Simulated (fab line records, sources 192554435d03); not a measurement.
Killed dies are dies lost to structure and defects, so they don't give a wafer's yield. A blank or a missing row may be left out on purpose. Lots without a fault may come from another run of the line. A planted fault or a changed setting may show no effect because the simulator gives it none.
fab line records | flow n5_finfet
record lots=10 wafers=27 last_day=20
route steps=1938 shown GATE_CUT@507 MOL_CONTACT_COAG@530 BEOL_M4@1111 PASSIVATION@1936
lots that met no fault: from a run of the same line without faults
start_h: hours from the record's first day to the start of the lot's first wafer shown | wait_h: hours since the lot's step before | " the same as in the row above | L1.1+2: a row that stands for several wafers | - no value, or no start given | * or withheld: withheld | < > ~ a bound
route shown NAME@n: a module of which the file shows steps, and the number in the route of the first | usual: mean/standard deviation of fault-free wafers | same: alike in all rows | chamber/n: place in a boat | sites: the reading at each site | _std_site: their standard deviation | _edge_site: outer sites' mean less inner sites' | radius_mm: how far each site lies from the wafer's centre | mask NAME#n: copy n | behind: the tool/chamber that last shaped the wafer | hold: why the lot was held/for how many hours/how that ended | device: the transistor (n, p or np) that didn't switch | end of line: the same wafers' tests at the end of the route | a step without rows: its recipe alone | killed: dies lost to structure and defects at the first sort, not the wafer's yield | map: a wafer's dies, x killed, . not, _ none there
set.NAME: the setting as run; set.NAME@STEP: as run at that earlier step | model.NAME: the simulator's own value behind a step, which no gauge read
steps of the route over a sample of lots; a table a step, a row a wafer
services: from which hour (start_h, from the record's first day; less than 0 if before it) a tool's chamber was out of use, for how many hours, and why
## steps
# step N5_GATE_CUT_STRIP_21
# recipe chemistry=N2/H2 time_s=30 power_w=1000 temp_c=250 pressure_mtorr=withheld n2_flow_sccm=1750 h2_flow_sccm=3250
# usual drypump_motor_current_A=5.8/0.47 heater_power_w=343/21
# same time_s=30
# columns lot.wafer tool chamber start_h wait_h drypump_motor_current_A heater_power_w rf_hours_counter_h
L507.3 plasma_asher-01 1 99.67 0.1 6.5 365 -
L507.4 " 0 " " 5.6 324 -
L507.5 " 0 " " 5.5 325 -
L509.1 plasma_asher-01 0 109.26 0.0 5.6 320 94
L509.4 " 0 " " 5.6 318 -
L509.5 " 0 " " 5.6 317 -
L516.3 plasma_asher-02 1 155.42 0.1 5.9 316 -
L516.4 " 0 " " 5.2 380 -
L516.6 " 1 " " 5.9 314 -
L517.2 plasma_asher-02 1 161.43 0.0 5.9 329 49
L517.3 " 1 " " 5.9 330 -
L517.5 " 1 " " 5.9 309 -
L518.1 plasma_asher-01 1 168.65 0.0 6.5 361 106
L518.2 " 0 " " 5.5 323 106
L520.2 plasma_asher-01 1 179.44 0.0 6.5 365 109
L520.3 " 0 " " 5.6 321 -
L521.2 plasma_asher-01 1 180.63 0.0 6.5 361 109
L521.6 " 0 " " 5.6 329 -
L525.1 plasma_asher-02 0 205.02 0.0 5.2 361 58
L525.2 " 1 " " 5.9 324 58
L525.6 " 1 " " 5.9 318 -
L526.2 plasma_asher-01 0 211.54 0.0 5.6 328 115
L526.3 " 0 " " 5.5 315 -
L526.6 " 1 " " 6.5 370 -
L528.1 plasma_asher-01 0 228.86 0.0 5.6 325 118
L528.2 " 1 " " 6.5 353 118
L528.4 " 0 " " 5.6 321 -
# step N5_GATE_CUT_CMP_43
# recipe material=SiO2 post_cmp_clean=rinse_only
# usual motor_current_A=11.7/0.83 retaining_ring_pressure_frac=1.001/0.0051
# columns lot.wafer tool chamber start_h wait_h motor_current_A retaining_ring_pressure_frac
L507.3 cmp-01 1 101.76 0.1 11.7 1.001
L507.4 " 2 " " 11.5 1.004
L507.5 " 0 " " 11.8 1.010
L509.4 cmp-01 3 111.31 0.1 13.3 0.996
L509.1 " 0 " " 11.2 1.000
L509.5 " 3 " " 12.8 1.007
L516.3 cmp-02 0 157.37 0.0 12.6 1.003
L516.4 " 2 " " 12.3 1.002
L516.6 " 0 " " 12.9 1.006
L517.2 cmp-02 0 163.40 0.0 12.0 0.999
L517.3 " 1 " " 10.7 1.000
L517.5 " 0 " " 13.0 0.999
L518.2 cmp-04 2 170.62 0.0 11.7 1.000
L518.1 " 3 " " 11.4 1.006
L520.3 cmp-01 3 182.53 0.2 12.5 0.999
L520.2 " 0 " " 11.8 0.999
L521.2 cmp-04 0 183.04 0.0 10.8 1.003
L521.6 " 1 " " 10.1 0.998
L525.1 cmp-04 1 206.99 0.0 10.6 1.009
L525.2 " 2 " " 11.6 0.998
L525.6 " 1 " " 11.2 1.008
L526.3 cmp-04 2 213.59 0.1 11.7 0.995
L526.2 " 0 " " 11.0 0.998
L526.6 " 2 " " 11.2 0.994
L528.4 cmp-01 3 230.95 0.0 12.5 0.999
L528.1 " 0 " " 11.8 1.001
L528.2 " 2 " " 11.2 1.003
# step N5_MOL_CONTACT_COAG_ETCH_59
# recipe chemistry=N2/H2 target=underlayer target_depth_a=130 mask_material=CAR-EUV time_s=10.4 ion_energy_ev=200 pressure_mtorr=30 source_w=840 bias_w=150 n2_flow_sccm=200 h2_flow_sccm=200 ends=cleared
# usual drypump_motor_current_A=5.7/0.38 etch_rf_on_time_s=10.47/0.19 oes_product_au=0.68/0.08 rf_vpp_V=525.5/2.2 showerhead_plenum_p_Torr=2.59/0.082 throttle_valve_pct=17.7/0.3
# columns lot.wafer tool chamber start_h wait_h drypump_motor_current_A etch_rf_on_time_s oes_product_au rf_hours_counter_h rf_vpp_V showerhead_plenum_p_Torr throttle_valve_pct
L507.3 rie_diel-06 2 102.84 0.0 5.6 10.29 0.60 221 526.9 2.63 17.8
L507.4 " 3 " " 4.9 10.55 0.61 179 520.3 2.42 17.7
L507.5 " 3 " " 4.9 10.56 0.62 - 521.2 2.42 17.7
L509.1 rie_diel-04 3 112.47 0.0 5.5 10.54 0.58 243 524.2 2.59 17.7
L509.4 " 2 " " 5.9 10.51 0.64 - 524.7 2.52 17.9
L509.5 " 3 " " 5.5 10.56 0.58 - 525.2 2.59 17.7
L516.3 rie_diel-01 0 158.53 0.0 5.9 10.52 0.78 11 527.6 2.71 17.3
L516.4 " 2 " " 6.0 10.72 0.70 - 528.2 2.70 17.5
L516.6 " 1 " " 5.3 10.62 0.62 - 526.3 2.62 17.9
L517.2 rie_diel-01 2 164.57 0.0 5.9 10.52 0.70 56 526.5 2.70 17.5
L517.3 " 0 " " 5.9 10.47 0.77 13 528.2 2.70 17.3
L517.5 " 1 " " 5.3 10.49 0.62 - 525.3 2.62 17.9
L518.1 rie_diel-01 2 171.79 0.0 5.9 10.82 0.69 59 528.7 2.69 17.5
L518.2 " 1 " " 5.3 10.75 0.61 202 525.3 2.61 17.9
L520.2 rie_diel-01 0 183.77 0.0 5.9 10.54 0.75 22 528.9 2.70 17.3
L520.3 " 2 " " 5.9 10.73 0.69 64 528.5 2.69 17.6
L521.2 rie_diel-01 1 184.21 0.0 5.3 10.77 0.62 207 525.6 2.61 18.0
L521.6 " 1 " " 5.3 10.73 0.61 - 525.8 2.61 17.9
L525.1 rie_diel-06 0 208.22 0.0 5.2 10.31 0.79 14 526.0 2.58 17.0
L525.2 " 1 " " 5.6 10.36 0.69 94 523.8 2.56 17.9
L525.6 " 1 " " 5.5 10.23 0.69 - 523.6 2.56 17.9
L526.2 rie_diel-06 1 214.81 0.0 5.6 10.28 0.69 96 525.1 2.56 17.9
L526.3 " 0 " " 5.2 10.38 0.79 16 525.8 2.58 17.0
L526.6 " 0 " " 5.2 10.36 0.79 - 526.3 2.57 17.0
L528.1 rie_diel-06 2 232.32 0.0 5.6 10.28 0.81 8 527.1 2.61 17.5
L528.2 " 0 " " 5.2 10.38 0.78 22 526.6 2.57 17.0
L528.4 " 0 " " 5.2 10.37 0.77 - 525.4 2.57 17.0
# step N5_MOL_CONTACT_COAG_ETCH_105
# recipe chemistry=CF4 target=SiARC target_depth_a=156 mask_material=CAR-EUV time_s=26 ion_energy_ev=80 pressure_mtorr=40 source_w=545 bias_w=36 Ar_flow_sccm=100 cf4_flow_sccm=100 ends=cleared
# usual drypump_motor_current_A=5.7/0.38 etch_rf_on_time_s=26.2/0.45 oes_product_au=0.68/0.08 rf_vpp_V=184.7/1.2 showerhead_plenum_p_Torr=2.19/0.06 throttle_valve_pct=15.5/0.31
# columns lot.wafer tool chamber start_h wait_h drypump_motor_current_A etch_rf_on_time_s oes_product_au rf_hours_counter_h rf_vpp_V showerhead_plenum_p_Torr throttle_valve_pct
L507.3 rie_diel-06 2 102.86 0.0 5.6 25.7 0.60 221 183.9 2.20 15.5
L507.4 " 3 " " 4.9 26.3 0.62 179 184.0 2.06 15.6
L507.5 " 3 " " 4.9 26.4 0.61 - 184.0 2.06 15.6
L509.1 rie_diel-04 3 112.49 0.0 5.5 26.7 0.57 243 184.6 2.20 15.6
L509.4 " 2 " " 6.0 26.3 0.63 - 183.6 2.13 15.6
L509.5 " 3 " " 5.5 26.6 0.58 - 186.3 2.20 15.6
L516.3 rie_diel-01 0 158.55 0.0 5.9 26.3 0.78 11 186.5 2.28 15.1
L516.4 " 2 " " 5.9 26.6 0.71 - 185.8 2.24 15.2
L516.6 " 1 " " 5.3 26.5 0.62 - 185.4 2.22 15.8
L517.2 rie_diel-01 2 164.59 0.0 5.9 26.0 0.70 56 185.5 2.24 15.2
L517.3 " 0 " " 5.9 26.1 0.78 13 186.5 2.28 15.1
L517.5 " 1 " " 5.3 26.1 0.63 - 185.6 2.22 15.8
L518.1 rie_diel-01 2 171.81 0.0 5.9 26.1 0.70 59 184.9 2.24 15.2
L518.2 " 1 " " 5.3 19.7 0.74 202 183.6 2.22 15.8
L520.2 rie_diel-01 0 183.79 0.0 5.9 19.6 0.90 22 186.5 2.28 15.1
L520.3 " 2 " " 5.9 19.8 0.83 64 185.2 2.24 15.2
L521.2 rie_diel-01 1 184.23 0.0 5.3 20.0 0.73 207 185.3 2.22 15.8
L521.6 " 1 " " 5.3 26.7 0.62 - 186.6 2.22 15.8
L525.1 rie_diel-06 0 208.24 0.0 5.2 25.8 0.79 14 184.3 2.19 15.0
L525.2 " 1 " " 5.6 25.8 0.69 94 184.7 2.15 15.6
L525.6 " 1 " " 5.6 26.1 0.68 - 184.8 2.15 15.7
L526.2 rie_diel-06 1 214.83 0.0 5.6 25.9 0.68 96 183.9 2.15 15.6
L526.3 " 0 " " 5.2 26.1 0.78 16 185.3 2.19 15.0
L526.6 " 0 " " 5.2 25.9 0.78 - 183.7 2.19 15.0
L528.1 rie_diel-06 2 232.34 0.0 5.6 25.7 0.81 8 186.0 2.18 15.1
L528.2 " 0 " " 5.2 26.1 0.77 22 184.6 2.18 15.0
L528.4 " 0 " " 5.2 26.0 0.78 - 185.3 2.18 15.0
# step N5_BEOL_M4_RC_MEAS_101
# usual DIBL_N=36.0/1.9 DIBL_P=35.6/2.2 IOFF_N=0.15/0.031 IOFF_P=0.19/0.032 ION_N=668/11 ION_P=455/7.2 SS_N=71.5/0.65 SS_P=73.4/0.64 VT_N=251/3.6 VT_P=-253/3.3
# columns lot.wafer tool chamber start_h wait_h DIBL_N[mV/V] DIBL_P[mV/V] IOFF_N[nA/um] IOFF_P[nA/um] ION_N[uA/um] ION_P[uA/um] SS_N[mV/dec] SS_P[mV/dec] VT_N[mV] VT_P[mV]
L507.3 prober-01 0 198.86 0.3 34.8 34.5 0.13 0.17 647 445 71.1 72.7 252 -253
L507.4 " 0 " " 36.2 35.2 0.15 0.17 663 453 70.9 72.5 254 -253
L507.5 " 0 " " 36.5 35.6 0.15 0.17 655 441 71.8 73.5 251 -254
L509.1 prober-01 0 215.89 0.0 34.7 34.5 0.14 0.19 665 458 70.7 72.5 252 -251
L509.4 " 0 " " 40.0 38.0 0.23 0.25 681 457 72.7 74.4 249 -250
L509.5 " 0 " " 37.7 36.0 0.18 0.22 669 465 71.5 74.2 249 -251
L516.3 prober-02 0 292.35 0.3 33.7 31.6 0.12 0.15 657 449 70.3 73.2 254 -255
L516.4 " 0 " " 33.0 31.3 0.12 0.15 653 451 70.8 72.9 254 -258
L516.6 " 0 " " 34.4 33.1 0.13 0.17 658 456 70.9 73.0 253 -253
L517.2 prober-01 0 295.37 0.2 38.7 37.3 0.17 0.22 674 461 71.9 74.7 250 -250
L517.3 " 0 " " 37.5 35.6 0.15 0.19 672 454 72.2 73.6 251 -251
L517.5 " 0 " " 37.1 35.4 0.15 0.18 659 446 71.0 73.3 256 -255
L518.1 prober-02 0 304.20 0.0 36.9 37.9 0.18 0.21 683 459 71.5 73.2 246 -253
L518.2 " 0 " " 36.6 38.0 0.16 0.20 668 453 71.7 73.3 252 -250
L520.2 prober-01 0 305.76 0.2 36.3 38.5 0.16 0.21 666 458 71.4 73.7 248 -253
L520.3 " 0 " " 35.7 36.3 0.16 0.17 666 445 72.0 73.4 249 -258
L521.2 prober-01 0 308.48 0.2 34.0 34.4 0.13 0.17 659 450 70.9 72.7 252 -251
L521.6 " 0 " " 33.6 34.6 0.13 0.18 667 461 71.0 73.0 251 -252
L525.1 prober-02 0 322.43 0.0 35.0 34.7 0.14 0.19 672 460 71.3 73.9 254 -254
L525.2 " 0 " " 35.7 34.8 0.15 0.18 666 452 72.6 74.2 251 -253
L525.6 " 0 " " 36.2 35.4 0.14 0.19 658 449 71.9 73.3 256 -252
L526.2 prober-02 0 325.97 0.2 38.4 38.5 0.20 0.25 679 460 72.8 73.9 247 -249
L526.3 " 0 " " 35.8 34.8 0.15 0.20 679 463 71.7 73.3 251 -251
L526.6 " 0 " " 36.5 36.0 0.17 0.22 675 465 72.1 74.1 250 -252
L528.1 prober-01 0 361.52 0.0 34.9 33.6 0.13 0.17 671 460 71.2 73.1 250 -252
L528.2 " 0 " " 34.3 33.6 0.12 0.18 653 451 70.9 73.2 254 -253
L528.4 " 0 " " 37.0 36.7 0.16 0.24 684 469 71.4 74.6 248 -246
# step N5_PASSIVATION_PROBE_49
# usual defect_limited_yield=91.3/1.4 killed_at_M0_to_M3=34/10 killed_at_M4_up=14/5.5 killed_at_contacts=12/6 killed_at_front_end=40/10 killed_at_other=3.0/2.4 killed_dies=103/17 killed_open=68/13 killed_short=34/7.8 sort_bin_5_function=5.1/0.97 sort_bin_6_memory=3.3/0.66 sort_bin_8_speed=0.02/0.12 sort_n_pass=1077/17 sort_yield_pct=91.2/1.4
# same gross_dies=1180 killed_at_back_side=0 sort_bin_4_leakage[%]=0
# columns lot.wafer tool chamber start_h wait_h defect_limited_yield[%] killed_at_M0_to_M3 killed_at_M4_up killed_at_contacts killed_at_front_end killed_at_other killed_dies killed_open killed_short sort_bin_5_function[%] sort_bin_6_memory[%] sort_bin_8_speed[%] sort_n_pass sort_yield_pct[%]
L509.1 prober-01 - 315.66 0.0 91.7 40 8 17 30 3 98 71 27 4.7 3.6 0 1082 91.7
L509.4 prober-01 - 315.81 0.2 87.3 66 17 16 46 5 150 101 49 7.8 4.7 0 1030 87.3
L509.5 prober-01 - 315.86 0.2 88.6 59 25 17 30 3 134 91 42 8.1 3.0 0 1046 88.6
L521.2 prober-01 - 423.34 0.1 89.0 45 15 22 47 1 130 87 43 6.0 4.8 0 1050 89.0
L521.6 prober-01 - 423.54 0.3 91.4 40 6 9 41 5 101 59 41 4.6 3.4 0 1079 91.4
# killed by level:class
L509.1 MOL_CONTACT_COAG:geometric_particle:open=13 BEOL_M2:geometric_particle:open=10 BEOL_M1:geometric_particle:open=8 BEOL_M3:geometric_particle:open=7 BEOL_M0_SAQP:geometric_particle:short=5 STI_FIN_REVEAL:geometric_particle:open=4 GATE_CUT:geometric_particle:short=4 BEOL_M3:geometric_particle:short=4
L509.4 BEOL_M0_SAQP:geometric_particle:short=21 STI_FIN_REVEAL:geometric_particle:open=18 BEOL_M2:geometric_particle:open=14 MOL_CONTACT_COAG:geometric_particle:open=10 BEOL_M3:geometric_particle:open=8 MOL_CONTACT_COAG:geometric_particle:short=6 BEOL_M0_SAQP:geometric_particle:open=6 BEOL_M0:geometric_particle:open=6
L509.5 BEOL_M0_SAQP:geometric_particle:open=14 MOL_CONTACT_COAG:geometric_particle:open=13 BEOL_M1:geometric_particle:open=12 BEOL_M0_SAQP:geometric_particle:short=9 BEOL_M3:geometric_particle:open=8 FIN_SAQP:geometric_particle:short=6 BEOL_M2:geometric_particle:open=6 BEOL_M4:geometric_particle:open=6
L521.2 MOL_CONTACT_COAG:geometric_particle:open=20 FIN_SAQP:geometric_particle:open=15 FIN_SAQP:geometric_particle:short=10 BEOL_M0_SAQP:geometric_particle:open=10 BEOL_M0_SAQP:geometric_particle:short=7 BEOL_M1:geometric_particle:open=6 BEOL_M3:geometric_particle:open=6 GATE_CUT:geometric_particle:short=5
L521.6 BEOL_M0_SAQP:geometric_particle:short=12 GATE_CUT:geometric_particle:short=10 MOL_CONTACT_COAG:geometric_particle:open=8 BEOL_M0_SAQP:geometric_particle:open=8 STI_FIN_REVEAL:geometric_particle:open=7 BEOL_M2:geometric_particle:open=7 BEOL_M3:geometric_particle:open=5 FIN_SAQP:geometric_particle:short=4
## services
# columns tool chamber start_h hours kind
plasma_asher-02 - 85.02 28.1 pm
rie_diel-01 1 88.33 1.7 repair
rie_diel-01 0 99.46 - clean
rie_diel-01 0 99.46 - consumable_replace:focus_ring
rie_diel-01 0 99.46 - consumable_replace:showerhead
rie_diel-01 0 99.46 25.6 scheduled_down
rie_diel-01 0 99.46 25.6 vent_cycle
cmp-04 - 107.69 4.0 repair
rie_diel-01 1 111.49 9.7 repair
cmp-04 - 114.98 5.3 pm
cmp-01 - 118.48 0.8 repair
rie_diel-06 0 130.10 4.0 repair
cmp-02 - 142.05 4.5 pm
plasma_asher-02 - 145.98 1.2 repair
rie_diel-01 3 156.77 43.4 repair
cmp-02 - 165.29 0.4 repair
cmp-02 - 165.99 4.0 pm
rie_diel-04 1 171.89 1.4 repair
cmp-02 - 180.29 3.1 pm
rie_diel-06 3 181.80 17.0 repair
cmp-01 - 183.03 4.0 pm
rie_diel-01 - 202.64 0.5 repair
cmp-01 - 212.85 1.8 repair
cmp-02 - 228.00 4.7 repair
## key
first_sign step=N5_MOL_CONTACT_COAG_ETCH_105 reading=etch_rf_on_time_s direction=down sigmas=14 usual=* struck=*
effect none on later readings
met_at N5_MOL_CONTACT_COAG_ETCH_105
struck_lots L518,L520,L521
struck_wafers L518.2,L520.2,L520.3,L521.2
not_acting_at N5_GATE_CUT_STRIP_21,N5_GATE_CUT_CMP_43,N5_MOL_CONTACT_COAG_ETCH_59
onset_between 164.59 171.81
fault kind=process_parameter_drift tool=rie_diel-01 chamber=- onset_h=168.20 steps=N5_MOL_CONTACT_COAG_ETCH_105 channel=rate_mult offset=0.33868 shape=step end_h=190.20 scope=struck_wafers_only
